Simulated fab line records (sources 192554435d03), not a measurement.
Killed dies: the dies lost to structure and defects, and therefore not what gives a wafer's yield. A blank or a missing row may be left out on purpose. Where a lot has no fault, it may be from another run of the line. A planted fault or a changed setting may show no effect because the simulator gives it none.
Split-lot study | flow n5 finfet | route with 1938 steps; 7 lots, 21 wafers read

## ABOUT THE SPLIT
At N5_BEOL_M10_TRENCH_ETCH_37 (etches SiCOH lowk in C4F6/O2, target depth 148.83 nm, time 48 s), the setting time s was moved away from the recipe's 48 s on 3 of the 21 wafers read, by +14.4% to +19.7%. This setting was run at the recipe's value on the other wafers.

## FROM THE SPLIT TO THE READING: what the file shows between them, 11 steps
- N5_BEOL_M10_ETCH_41: etches SiCN in CH3F/O2, target depth 42.6 nm, time 86 s
- N5_BEOL_M10_STRIP_77: strips in N2/H2, time 10 s
- N5_BEOL_M10_OCD_MEAS_38
- N5_BEOL_M10_HM_STRIP_39: strips TiN in peroxide tin strip, target depth 25 nm, time 158 s
- N5_BEOL_M10_SRD_40: time 30 s
- N5_BEOL_M10_ECD_50: material Cu, target thk 318 nm
- N5_BEOL_M10_ANNEAL_51: time 90 s
- N5_BEOL_M10_CMP_52: polishes, stops on SiCOH lowk, t overpolish 7 s, target thk 140 nm
- N5_BEOL_M10_THK_MEAS_53: measures by xrf
- N5_BEOL_M10_PRE_CLEAN_55: time 15 s
- N5_BEOL_M10_DEP_56: deposits SiCN from 3MS/NH3, target thk 15 nm, time 26.5 s

## THE READING
M10_RS in ohm/sq, measured at N5_BEOL_M10_RS_MEAS_57 by four-point-probe. Typical for fault-free wafers on this fab line: 0.1503 ohm/sq, with standard deviation 0.0029 ohm/sq.

wafer  | tool, chamber at the split | time s as run, s | against the recipe | M10_RS, ohm/sq | against lot-mates on the recipe
L074.2 | rie diel-03, 2             | 48               | recipe             | 0.1524         | -
L074.4 | rie diel-03, 1             | 48               | recipe             | 0.1528         | -
L074.6 | rie diel-03, 0             | 48               | recipe             | 0.1517         | -
L080.2 | rie diel-04, 1             | 48               | recipe             | 0.1459         | -
L080.5 | rie diel-04, 0,3           | 48               | recipe             | 0.1506         | -
L080.6 | rie diel-04, 0,3           | 48               | recipe             | 0.1505         | -
L081.1 | rie diel-02, 3             | 48               | recipe             | 0.1458         | -
L081.3 | rie diel-02, 0             | 48               | recipe             | 0.1520         | -
L081.5 | rie diel-02, 1             | 54.92            | +14.4%             | 0.1314         | -0.0175
L084.2 | rie diel-04, 2             | 48               | recipe             | 0.1549         | -
L084.3 | rie diel-04, 1             | 48               | recipe             | 0.1441         | -
L084.4 | rie diel-04, 3             | 48               | recipe             | 0.1499         | -
L085.1 | rie diel-02, 1             | 57.45            | +19.7%             | 0.1232         | -0.0247
L085.2 | rie diel-02, 3             | 48               | recipe             | 0.1479         | -
L085.3 | rie diel-02, 0             | 57.45            | +19.7%             | 0.1266         | -0.0213
L089.1 | rie diel-04, 1             | 48               | recipe             | 0.1438         | -
L089.4 | rie diel-04, 3             | 48               | recipe             | 0.1502         | -
L089.6 | rie diel-04, 1             | 48               | recipe             | 0.1431         | -
L094.1 | rie diel-03, 2             | 48               | recipe             | 0.1519         | -
L094.2 | rie diel-03, 3             | 48               | recipe             | 0.1540         | -
L094.6 | rie diel-03, 1             | 48               | recipe             | 0.1539         | -
When a row names more than one chamber, that row covers several wafers, and the file does not tell which wafer ran in which chamber.

THE FIT
A straight line over all 21 wafers: M10_RS changes by -0.00126 ohm/sq for each +1% of time s; r = -0.92; the points scatter about the line by 0.0036 ohm/sq.
The same after taking each lot's own level away (the mean of its wafers on the recipe; 21 wafers): -0.00118 ohm/sq for each +1%; r = -0.95; scatter 0.0026 ohm/sq.
Per that fit: largest time s move, reading shift of 0.023 ohm/sq.
Measured against the standard deviation above, the lots' own levels, which go from 0.14570 to 0.15327 ohm/sq, span 2.6 times it.
Hence the lot-to-lot level has little effect on the slope; both slopes agree.
Check: -0.0222 ohm/sq against its lot-mates is what the line predicts for one of the wafers moved furthest among these (+19.7%) when that wafer is left out of the fit. It came out at -0.0247 ohm/sq against them.

## THE WHOLE CHAIN: every reading that the file lists as answering this split, in the file's order
step                       | what it does                                                       | reading                                                                       | change (the file's fit)              | r (the file's)
N5_BEOL_M10_TRENCH_ETCH_37 | etches SiCOH lowk in C4F6/O2, target depth 148.83 nm, time 48 s    | etch.depth nm (the simulator's own value, which no gauge read)                | +1.28 nm for each +1% of the setting | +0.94
N5_BEOL_M10_TRENCH_ETCH_37 | etches SiCOH lowk in C4F6/O2, target depth 148.83 nm, time 48 s    | BEOL_M10.feature depth nm (the simulator's own value, which no gauge read)    | +1.28 nm for each +1% of the setting | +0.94
N5_BEOL_M10_OCD_MEAS_38    |                                                                    | trench depth nm                                                               | +1.32 nm for each +1% of the setting | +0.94
N5_BEOL_M10_CMP_52         | polishes, stops on SiCOH lowk, t overpolish 7 s, target thk 140 nm | Cu_of_BEOL_M10_ECD_50.thk nm (the simulator's own value, which no gauge read) | +1.2 nm for each +1% of the setting  | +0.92
N5_BEOL_M10_THK_MEAS_53    | measures by xrf                                                    | M10_THK                                                                       | +1.17 for each +1% of the setting    | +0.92
N5_BEOL_M10_RS_MEAS_57     | measures by four-point-probe                                       | M10_RS                                                                        | -0.00119 for each +1% of the setting | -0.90

## FILE'S OWN FIT
M10_RS changes by -0.00119 ohm/sq for each +1% of time s, r = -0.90.
